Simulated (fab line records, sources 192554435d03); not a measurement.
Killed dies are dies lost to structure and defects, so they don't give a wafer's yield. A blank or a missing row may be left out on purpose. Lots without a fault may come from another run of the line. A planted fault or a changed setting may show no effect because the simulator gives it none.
Chamber matching | flow n5_finfet | N5_MOL_CONTACT_COAG_ALD_133 on ald_sin-01: 4 sister chambers
The step deposits SiO2, target thk 5 nm, pulse time 1 s, co reactant pulse time 1 s. 4 wafers are shown with their chamber, then 7 later ones without.

WAFERS WITH THEIR CHAMBER
wafer  | chamber | heater_power_w (W)
L296.2 | 0       | 71
L296.4 | 3       | 80
L297.2 | 2       | 97
L297.4 | 1       | 80

WAFERS WITHOUT THEIR CHAMBER
wafer  | heater_power_w (W)
L297.5 | 98
L307.3 | 79
L307.4 | 81
L307.6 | 76
L308.1 | 78
L308.2 | 75
L308.5 | 72

WHICH CHAMBER EACH WENT THROUGH
wafer  | from the rows above          | in truth
L297.5 | 2                            | 2
L307.3 | can't be placed: 1 or 3      | 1
L307.4 | can't be placed: 1 or 3      | 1
L307.6 | can't be placed: 1 or 3 or 0 | 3
L308.1 | can't be placed: 1 or 3      | 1
L308.2 | can't be placed: 0 or 1 or 3 | 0
L308.5 | 0                            | 0
Placed correctly: 2 of 7. Can't be placed from these rows: 5 (the true chamber is among the candidates in 5). Placed wrongly: 0.
How it was worked out, from the rows above alone: a wafer's distance from a chamber is the root of the sum, over the readings, of the square of ((its reading less the chamber's mean) divided by the reading's scatter). The wafer belongs to the nearest chamber; if the next one is less than 2 further off, it can't be placed. A chamber's mean is the mean of its shown wafers. The scatter: with one shown wafer a chamber, the root of the mean of the squares of how far each hidden wafer lies from its nearest shown one.
